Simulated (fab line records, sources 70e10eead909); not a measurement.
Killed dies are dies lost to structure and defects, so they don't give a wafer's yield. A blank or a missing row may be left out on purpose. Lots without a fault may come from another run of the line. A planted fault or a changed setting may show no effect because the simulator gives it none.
fab line records | flow nand_harc | part 2 of 2: steps 32 to 38 of 38
record lots=5 wafers=15 last_day=24
route steps=1159 shown P_GATE@115
lots that met no fault: from a run of the same line without faults
start_h: hours from the record's first day to the start of the lot's first wafer shown | wait_h: hours since the lot's step before | " the same as in the row above | L1.1+2: a row that stands for several wafers | - no value, or no start given | * or withheld: withheld | < > ~ a bound
route shown NAME@n: a module of which the file shows steps, and the number in the route of the first | usual: mean/standard deviation of fault-free wafers | same: alike in all rows | chamber/n: place in a boat | sites: the reading at each site | _std_site: their standard deviation | _edge_site: outer sites' mean less inner sites' | radius_mm: how far each site lies from the wafer's centre | mask NAME#n: copy n | behind: the tool/chamber that last shaped the wafer | hold: why the lot was held/for how many hours/how that ended | device: the transistor (n, p or np) that didn't switch | end of line: the same wafers' tests at the end of the route | a step without rows: its recipe alone | killed: dies lost to structure and defects at the first sort, not the wafer's yield | map: a wafer's dies, x killed, . not, _ none there
set.NAME: the setting as run; set.NAME@STEP: as run at that earlier step | model.NAME: the simulator's own value behind a step, which no gauge read
lots at some steps of the route; a table a step, a row a wafer
services: from which hour (start_h, from the record's first day; less than 0 if before it) a tool's chamber was out of use, for how many hours, and why
## steps
# step NHARC_P_GATE_HM_OPEN_105
# recipe target_depth_a=3600 o2_flow_sccm=400 cos_flow_sccm=20 ar_flow_sccm=0 rf_w=500 bias_w=300 chemistry=O2/COS
# usual drypump_motor_current_A=5.6/0.56 oes_product_au=1.008/0.018 rf_fwd_power_W=498.3/1.7 rf_vpp_V=466.7/2.6 showerhead_plenum_p_Torr=3.10/0.12 throttle_valve_pct=28.330/0.0081
# columns lot.wafer tool chamber start_h wait_h drypump_motor_current_A oes_product_au rf_fwd_power_W rf_hours_counter_h rf_vpp_V showerhead_plenum_p_Torr throttle_valve_pct
L078.2 rie_diel-03 2 - - 5.2 1.012 498.4 20 469.2 3.25 28.333
L078.3 " 0 " " 5.1 1.005 496.3 22 468.2 3.13 28.327
L078.5 " 2 " " 5.2 1.015 499.3 - 470.8 3.25 28.335
L077.4 rie_diel-10 0 - - 5.3 1.010 495.5 21 468.9 3.23 28.331
L077.5 " 2 " " 5.3 1.025 496.4 - 464.2 2.93 28.328
L077.6 " 3 " " 5.5 1.007 498.9 - 464.8 2.98 28.334
L084.1 rie_diel-10 2 - - 5.3 1.034 492.7 30 461.2 2.93 28.322
L084.2 " 1 " " 6.8 1.017 499.2 30 464.7 3.07 28.325
L084.6 " 3 " " 5.5 1.000 497.1 - 464.5 2.98 28.329
L088.3 rie_diel-12 0 - - 5.6 0.969 497.4 48 470.2 3.22 28.324
L088.6 " 1 " " 5.9 0.989 496.5 - 465.3 3.03 28.319
L088.5 " 2 " " 6.1 0.973 503.1 - 470.7 3.29 28.330
L096.3 rie_diel-12 0 - - 5.6 0.974 500.5 2 469.8 3.21 28.340
L096.2 " 2 " " 6.1 0.986 496.7 2 470.5 3.29 28.338
L096.5 " 0 " " 5.6 0.979 500.1 - 468.8 3.21 28.314
# step NHARC_P_GATE_STRIP_106
# recipe o2_flow_sccm=400 cos_flow_sccm=20 ar_flow_sccm=0 bias_w=0 chemistry=O2/COS
# columns lot.wafer tool chamber start_h wait_h
L078.3+2+5 rie_diel-03 3,1,0 - -
L077.4+6+5 rie_diel-10 2,1,2 - -
L084.2+1+6 rie_diel-10 1,2,3 - -
L088.3+6+5 rie_diel-12 1,2,3 - -
L096.3+2+5 rie_diel-12 3,1,3 - -
# step NHARC_P_GATE_ETCH_114
# recipe target_depth_a=300 overetch_a=30 time_s=16.5 ion_energy_ev=100 cf4_flow_sccm=80 o2_flow_sccm=20 ar_flow_sccm=0 rf_w=300 bias_w=100 chemistry=CF4/O2
# usual drypump_motor_current_A=5.6/0.56 oes_o_777_au=1.000/0.0042 oes_product_au=1.008/0.019 rf_fwd_power_W=294.1/1.4 rf_vpp_V=197.6/1.3 showerhead_plenum_p_Torr=1.33/0.052 throttle_valve_pct=13.397/0.0092
# columns lot.wafer tool chamber start_h wait_h drypump_motor_current_A oes_o_777_au oes_product_au rf_fwd_power_W rf_hours_counter_h rf_vpp_V showerhead_plenum_p_Torr throttle_valve_pct
L078.3 rie_diel-03 1 - - 4.9 0.997 1.004 294.5 20 198.5 1.37 13.397
L078.2 " 2 " " 5.2 1.000 1.029 296.0 20 198.5 1.39 13.407
L078.5 " 1 " " 4.9 0.992 0.988 294.5 - 198.6 1.37 13.392
L077.4 rie_diel-10 2 - - 5.3 0.994 1.016 295.7 23 197.3 1.25 13.389
L077.5 " 1 " " 6.7 1.004 1.027 293.5 - 198.4 1.31 13.410
L077.6 " 2 " " 5.3 1.003 1.013 295.0 - 195.5 1.25 13.404
L084.2 rie_diel-10 0 - - 5.3 1.003 1.000 295.2 28 197.3 1.38 13.404
L084.1 " 1 " " 6.7 0.996 1.024 293.4 30 197.3 1.31 13.393
L084.6 " 0 " " 5.3 1.003 1.010 297.7 - 197.9 1.38 13.392
L088.3 rie_diel-12 2 - - 6.1 1.001 0.976 293.3 50 199.6 1.41 13.403
L088.5 " 3 " " 5.3 0.999 0.989 292.9 - 199.0 1.37 13.409
L088.6 " 0 " " 5.6 1.000 0.981 292.3 - 198.3 1.38 13.392
L096.2 rie_diel-12 0 - - 5.6 1.001 0.980 295.3 2 199.4 1.37 13.399
L096.3 " 1 " " 5.9 1.000 0.988 294.0 2 197.2 1.29 13.402
L096.5 " 2 " " 6.1 0.999 0.970 291.7 - 200.1 1.41 13.400
# step NHARC_P_GATE_ETCH_32
# recipe target_depth_a=1500 over_etch_frac=1 over_etch_ion_energy_ev=40 time_s=100.1 hbr_flow_sccm=150 cl2_flow_sccm=50 rf_w=400 icp_w=400 bias_w=100 chemistry=HBr/Cl2
# usual drypump_motor_current_A=5.7/0.49 oes_product_au=0.998/0.012 rf_fwd_power_W=397.5/1.4 throttle_valve_pct=26.406/0.0091
# same over_etch_frac=1
# columns lot.wafer tool chamber start_h wait_h drypump_motor_current_A oes_product_au rf_fwd_power_W rf_hours_counter_h throttle_valve_pct
L078.3 rie_si-06 0 107.50 - 6.0 1.003 397.8 1.0 26.403
L078.2 " 1 " " 5.2 0.978 396.3 0.9 26.403
L078.5 " 3 " " 6.1 1.003 396.4 - 26.403
L077.4 rie_si-03 2 108.02 - 5.8 0.988 396.2 1.1 26.420
L077.5 " 3 " " 6.2 1.008 397.6 - 26.422
L077.6 " 0 " " 6.2 1.022 396.2 - 26.406
L084.2 rie_si-03 2 151.21 - 5.8 0.984 395.1 1.5 26.408
L084.1 " 0 " " 6.2 1.009 397.3 1.7 26.411
L084.6 " 1 " " 6.0 1.003 397.6 - 26.399
L088.3 rie_si-06 2 173.45 - 6.2 1.003 400.1 1.4 26.395
L088.6 " 2 " " 6.2 1.006 396.3 - 26.401
L088.5 " 3 " " 6.1 0.995 397.8 - 26.402
L096.2 rie_si-03 3 218.91 - 6.3 0.988 398.6 0.7 26.409
L096.3 " 1 " " 6.0 1.018 397.6 0.2 26.391
L096.5 " 3 " " 6.2 1.005 398.3 - 26.405
# step NHARC_P_GATE_STRIP_108
# recipe o2_flow_sccm=500 ar_flow_sccm=0 bias_w=0 chemistry=O2
# usual drypump_motor_current_A=5.6/0.52 oes_product_au=1.003/0.018 rf_vpp_V=57.8/0.92 showerhead_plenum_p_Torr=3.54/0.12 throttle_valve_pct=17.036/0.01
# columns lot.wafer tool chamber start_h wait_h drypump_motor_current_A oes_product_au rf_hours_counter_h rf_vpp_V showerhead_plenum_p_Torr throttle_valve_pct
L078.2 rie_diel-03 3 107.66 - 6.0 1.026 13 58.9 3.53 17.033
L078.3 " 1 " " 4.9 0.992 20 58.8 3.63 17.034
L078.5 " 3 " " 6.1 1.020 - 57.8 3.53 17.038
L077.4 rie_diel-03 2 108.14 - 5.2 1.017 20 58.4 3.67 17.041
L077.5 " 2 " " 5.2 1.013 - 57.5 3.67 17.034
L077.6 " 3 " " 6.0 1.019 - 56.3 3.53 17.045
L084.2 rie_diel-03 1 151.36 - 4.9 1.000 31 57.8 3.62 17.032
L084.1 " 0 " " 5.1 1.022 35 59.2 3.53 17.043
L084.6 " 1 " " 4.9 0.992 - 57.7 3.62 17.037
L088.3 rie_diel-03 2 173.64 - 5.2 1.030 44 59.2 3.66 17.030
L088.5 " 0 " " 5.1 1.002 - 56.7 3.53 17.038
L088.6 " 1 " " 4.9 0.981 - 58.9 3.62 17.035
L096.2 rie_diel-10 3 219.06 - 5.5 0.979 9 58.0 3.36 17.028
L096.3 " 0 " " 5.3 0.992 9 59.1 3.64 17.041
L096.5 " 0 " " 5.3 0.997 - 58.7 3.64 17.012
# step NHARC_P_GATE_CD_MEAS_33
# usual cd_nm=120/3.8
# columns lot.wafer tool chamber start_h wait_h cd_nm
L078.2 cd_sem-01 - 107.84 - 121
L078.3 " - " " 118
L078.5 " - " " 118
L077.4 cd_sem-01 - 108.33 - 117
L077.5 " - " " 120
L077.6 " - " " 121
L084.1 cd_sem-02 - 151.54 - 123
L084.2 " - " " 120
L084.6 " - " " 123
L088.3 cd_sem-03 - 173.79 - 112
L088.5 " - " " 116
L088.6 " - " " 117
L096.2 cd_sem-03 - 219.24 - 114
L096.3 " - " " 114
L096.5 " - " " 112
# step NHARC_P_GATE_STRIP_35
# recipe time_s=600 temp_c=130 chemistry=SPM
# columns lot.wafer tool chamber start_h wait_h
L078.3+5+2 wet_bench-06 5,0,1 107.92 0.1
L077.5+4+6 wet_bench-09 1,3,4 108.42 0.1
L084.2+1+6 wet_bench-06 6,1,3 151.63 0.1
L088.5+3+6 wet_bench-04 5,7,2 173.87 0.1
L096.3+2+5 wet_bench-04 4,5,7 219.32 0.1
## services
# columns tool chamber start_h hours kind
krf_scanner-01 - 80.27 3.5 repair
krf_scanner-01 - 84.00 4.0 pm
litho_track-01 - 93.00 7.0 pm
rie_si-03 - 93.40 0.8 repair
rie_diel-10 0 95.88 4.9 repair
rie_diel-10 3 97.00 3.0 repair
rie_diel-12 0 102.75 2.9 repair
furnace-02 - 108.95 26.0 pm
pecvd-03 - 111.01 13.0 pm
wet_bench-09 - 112.80 8.0 pm
litho_track-06 - 117.00 7.0 pm
rie_diel-03 1 138.98 11.3 repair
litho_track-04 - 141.00 7.0 pm
rie_diel-12 2 143.75 1.7 repair
wet_bench-04 - 145.75 1.5 repair
rie_si-03 - 155.00 9.0 pm
wet_bench-06 - 157.59 8.0 pm
wet_bench-04 - 163.20 8.0 pm
litho_track-02 - 165.00 7.0 pm
krf_scanner-01 - 165.59 1.0 repair
rie_diel-10 - 176.51 9.0 pm
rie_diel-12 - 197.12 5.7 repair
rie_diel-12 - 202.83 9.0 pm
rie_diel-03 - 215.38 9.0 pm
